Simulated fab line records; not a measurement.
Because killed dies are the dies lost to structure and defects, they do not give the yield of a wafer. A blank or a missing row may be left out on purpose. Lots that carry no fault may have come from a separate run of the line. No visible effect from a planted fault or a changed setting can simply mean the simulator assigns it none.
2 desks looking at one fault :: flow nandHarc :: every desk sees just its own numbers, and what lay behind them comes last

== DESK OF THE TOOL OWNER: pecvd-04 ==
The tool's own readings at NHARC_A_CONTACT_DEP_24 (deposits SiO2, target thk 500 nm): means of the sampled wafers that have a number, for each lot that ran on this tool. The brackets show how far a lot's mean lies from the usual mean; more than 4 standard deviations puts the lot out of limits, marked OUT.
Columns: A = heaterPowerW at NHARC_A_CONTACT_DEP_24, usual 541 W; B = rfFwdPowerW at NHARC_A_CONTACT_DEP_24, usual 898.8 W; C = showerheadVppV at NHARC_A_CONTACT_DEP_24, usual 1863 V; D = throttleValvePct at NHARC_A_CONTACT_DEP_24, usual 15.6 %
lot: L508
first seen here: day 16 10:02
A: 589
B: 900.3
C: 1937
D: 15.9

lot: L518
first seen here: day 19 10:22
A: 522
B: 1136.9 (+82) OUT
C: 2246
D: 15.7

lot: L521
first seen here: day 19 16:13
A: 513
B: 1140.2 (+83) OUT
C: 2251
D: 15.5
This desk finds L518, L521 out of limits, L518 being first, at day 19 10:22 (rfFwdPowerW at NHARC_A_CONTACT_DEP_24). Within limits: L508.

== THE DEFECT DESK ==
Lot by lot, what the route's inspections counted, given as the mean of those sampled wafers with a number. The brackets show how far a lot's mean lies from the usual mean; more than 4 standard deviations puts the lot out of limits, marked OUT.
Columns: A = rawDefectCount at NHARC_A_SIN_REMOVE_INSPECT_04, usual 283; B = rawDefectCount at NHARC_A_WL_FILL_INSPECT_15, usual 364
lot: L506
first seen here: day 14 23:31
A: 237
B: 398

lot: L508
first seen here: day 14 23:31
A: 255
B: 346

lot: L507
first seen here: day 14 23:31
A: 290
B: 457

lot: L510
first seen here: day 15 12:15
A: 343
B: 477

lot: L511
first seen here: day 15 12:15
A: 273
B: 356

lot: L512
first seen here: day 15 22:26
A: 204
B: 284

lot: L518
first seen here: day 18 04:28
A: 179
B: 277

lot: L521
first seen here: day 18 10:17
A: 263
B: 281

lot: L522
first seen here: day 18 20:26
A: 330
B: 297

lot: L526
first seen here: day 19 02:44
A: 275
B: 520

lot: L524
first seen here: day 19 18:00
A: 330
B: 396

lot: L528
first seen here: day 20 20:42
A: 263
B: 613

lot: L529
first seen here: day 20 20:43
A: 351
B: 354
Finding of this desk: none of the 13 lots has anything out of limits.

== ALL TOGETHER ==
The tool owner's desk could have raised an alarm at day 19 10:22, on L518, L521.
Nothing the defect desk looked at was out of limits.
The defect desk has L518, L521 on record, within its limits.
On pecvd-04, each named lot ran NHARC_A_CONTACT_DEP_24.

== WHAT HAD BEEN PUT IN BY THE SIMULATOR ==
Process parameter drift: pecvd-04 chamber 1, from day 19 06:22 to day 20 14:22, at NHARC_A_CONTACT_DEP_24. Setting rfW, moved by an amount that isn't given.
Struck lots among those shown: L518, L521.
Delay in hours, fault start to first out-of-limits reading, by desk: the tool owner's desk at 4.
